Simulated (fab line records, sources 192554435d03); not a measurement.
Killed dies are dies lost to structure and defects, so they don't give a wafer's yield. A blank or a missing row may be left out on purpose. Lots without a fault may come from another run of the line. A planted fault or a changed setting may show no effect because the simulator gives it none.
One fault seen from 3 desks | flow n5_finfet | each desk has only its own numbers; what lay behind them comes last

THE TOOL OWNER'S DESK: litho_track-02
The tool's own readings at N5_BEOL_M14_COAT_65 (time 60 s, resist thk 450 nm): means of the sampled wafers that have a number, for each lot that ran on this tool. A lot is out of limits, marked OUT, if its mean lies more than 4 standard deviations from the usual mean; the brackets give that distance.
Columns: A = chill_plate_temp_C at N5_BEOL_M14_COAT_65, usual 23.00 C; B = spin_speed_rpm at N5_BEOL_M14_COAT_65, usual 1500.0 rpm
lot  | first seen here | A     | B
L410 | day 11 08:18    | 22.86 | 1499.9
L418 | day 13 07:47    | 23.06 | 1498.4
L427 | day 15 16:58    | 23.00 | 1627.2 (+99 or more) OUT
L432 | day 17 05:43    | 22.92 | 1626.7 (+99 or more) OUT
This desk's finding: out of limits on L427, L432; first on L427, day 15 16:58 (spin_speed_rpm at N5_BEOL_M14_COAT_65). In limits: L410, L418.

THE METROLOGY DESK
What the gauges read, lot by lot, whatever tool the lot ran on: means of the sampled wafers that have a number. A lot is out of limits, marked OUT, if its mean lies more than 4 standard deviations from the usual mean; the brackets give that distance.
Columns: A = cd_nm at N5_BEOL_M14_CD_MEAS_10, usual 249.5 nm; B = V13_OVL at N5_BEOL_M14_OVL_MEAS_11, usual 2 nm; C = cd_nm at N5_BEOL_M14_CD_MEAS_17, usual 250.1 nm
lot  | first seen here | A     | B  | C
L410 | day 11 07:24    | 249.7 | 8  | 248.4
L412 | day 11 18:10    | 250.5 | -2 | 251.5
L416 | day 12 14:41    | 249.4 | 0  | 250.3
L418 | day 13 07:11    | 249.9 | 3  | 250.4
L427 | day 15 16:19    | 248.7 | 4  | 248.3
L432 | day 17 05:10    | 251.0 | 6  | 251.1
This desk's finding: nothing out of limits on any of the 6 lots.

THE DEFECT DESK
What the inspections along the route counted, lot by lot: means of the sampled wafers that have a number. A lot is out of limits, marked OUT, if its mean lies more than 4 standard deviations from the usual mean; the brackets give that distance.
Columns: A = raw_defect_count at N5_BEOL_M14_INSPECT_12, usual 2.1
lot  | first seen here | A
L410 | day 11 07:28    | 2.0
L412 | day 11 18:14    | 1.7
L416 | day 12 14:44    | 1.7
L418 | day 13 07:14    | 2.0
L427 | day 15 16:23    | 2.3
L432 | day 17 05:13    | 2.0
This desk's finding: nothing out of limits on any of the 6 lots.

PUT TOGETHER
The tool owner's desk could have raised an alarm at day 15 16:58, on L427, L432.
The metrology desk saw nothing out of limits.
The defect desk saw nothing out of limits.
The metrology desk has L427, L432 on record, within its limits.
The defect desk has L427, L432 on record, within its limits.
Of the lots named, all ran N5_BEOL_M14_COAT_65 on litho_track-02.

WHAT THE SIMULATOR HAD PUT IN
Process parameter drift: litho_track-02, from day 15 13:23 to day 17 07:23, at N5_BEOL_M14_COAT_65. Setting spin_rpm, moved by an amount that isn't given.
Lots struck among those shown: L427, L432.
Hours from the fault's start to each desk's first reading out of limits: the tool owner's desk, 4.
